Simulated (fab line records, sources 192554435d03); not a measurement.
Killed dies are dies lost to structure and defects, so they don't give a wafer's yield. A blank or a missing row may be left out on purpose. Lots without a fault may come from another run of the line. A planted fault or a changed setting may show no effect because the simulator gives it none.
Tool commonality check | flow n5_finfet | 8 lots, 24 wafers sampled

WHY IT WAS OPENED
At N5_SD_EPI_N_OVL_MEAS_10 the reading SD_N_BLK_OVL is flagged on 2 of 8 lots. Wafers without a fault read -0.3 nm, standard deviation 0.77.
Rule: a lot is flagged when every wafer of it that has a number lies more than 4 standard deviations from that mean, or none has a number. The other lots count as sound.

lot  | measured    | on         | SD_N_BLK_OVL (nm), wafer by wafer | flag
L700 | day 3 05:55 | overlay-01 | 0.5 -0.4 -1.8                     |
L701 | day 3 16:47 | overlay-01 | -0.2 -0.7 -0.4                    |
L704 | day 4 11:49 | overlay-02 | -0.5 -0.3 -0.4                    |
L713 | day 6 13:36 | overlay-01 | 12.7 12.7 14.0                    | FLAGGED
L714 | day 6 18:35 | overlay-02 | 15.1 14.9 15.5                    | FLAGGED
L719 | day 8 00:23 | overlay-02 | 0.5 -0.4 0.0                      |
L720 | day 8 07:38 | overlay-02 | 0.1 0.3 0.3                       |
L722 | day 8 18:16 | overlay-01 | 1.3 -0.1 1.7                      |
The numbers of the flagged lots are 14.2 nm on average: +14.5 nm against the usual, or +19 standard deviations.

WHICH TOOL RAN EACH LOT
The record holds 2 process steps before the reading, out of a route of 1938 steps. In each cell: the tool, then ch and the chambers that the sampled wafers went through, then the start.
lot  | flag    | N5_DUMMY_GATE_ETCH_29             | N5_SD_EPI_N_EXPOSE_06
L700 |         | rie_diel-05 ch 1,3, day 3 03:37   | arfi_scanner-03 ch 0, day 3 05:45
L701 |         | rie_diel-02 ch 2,3, day 3 14:19   | arfi_scanner-02 ch 0, day 3 16:38
L704 |         | rie_diel-02 ch 1,2,3, day 4 09:26 | arfi_scanner-03 ch 0, day 4 11:39
L713 | FLAGGED | rie_diel-05 ch 1,2,3, day 6 10:53 | arfi_scanner-03 ch 0, day 6 13:26
L714 | FLAGGED | rie_diel-02 ch 0,2, day 6 16:35   | arfi_scanner-03 ch 0, day 6 18:25
L719 |         | rie_diel-02 ch 0,1,3, day 7 21:59 | arfi_scanner-02 ch 0, day 8 00:14
L720 |         | rie_diel-02 ch 2,3, day 8 05:10   | arfi_scanner-02 ch 0, day 8 07:29
L722 |         | rie_diel-05 ch 0,1,3, day 8 16:09 | arfi_scanner-01 ch 0, day 8 18:08
What these steps do:
- N5_DUMMY_GATE_ETCH_29: etches underlayer in N2/H2, target depth 13 nm.
- N5_SD_EPI_N_EXPOSE_06: exposes mask SD N BLK, target cd 120 nm.
- N5_SD_EPI_N_OVL_MEAS_10

FLAGGED OVER TOTAL, TOOL BY TOOL (the gauges that took the reading come last)
step                    | tool            | lots run | flagged | share of the flagged lots | sound lots run after its first flagged lot
N5_DUMMY_GATE_ETCH_29   | rie_diel-02     | 5        | 1       | some                      | 2 (L719,L720)
N5_DUMMY_GATE_ETCH_29   | rie_diel-05     | 3        | 1       | some                      | 1 (L722)
N5_SD_EPI_N_EXPOSE_06   | arfi_scanner-01 | 1        | 0       | none                      | -
N5_SD_EPI_N_EXPOSE_06   | arfi_scanner-02 | 3        | 0       | none                      | -
N5_SD_EPI_N_EXPOSE_06   | arfi_scanner-03 | 4        | 2       | all                       | 0
N5_SD_EPI_N_OVL_MEAS_10 | overlay-01      | 4        | 1       | some                      | 1 (L722)
N5_SD_EPI_N_OVL_MEAS_10 | overlay-02      | 4        | 1       | some                      | 2 (L719,L720)

WHAT THE TABLE ALLOWS
1 row of the table ran every flagged lot: arfi_scanner-03 at N5_SD_EPI_N_EXPOSE_06.
- arfi_scanner-03 at N5_SD_EPI_N_EXPOSE_06: 2 of its 4 lots flagged. Its last sound lot is L704 (day 4 11:39), its first flagged lot L713 (day 6 13:26): a fault that began between those two fits.
One tool is left: arfi_scanner-03 at N5_SD_EPI_N_EXPOSE_06.

WHAT THE SIMULATOR HAD PUT IN
Scanner matching overlay: arfi_scanner-03, from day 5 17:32 on, at N5_SD_EPI_N_EXPOSE_06. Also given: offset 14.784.
Lots struck among those shown: L713, L714. The rule above found the same.
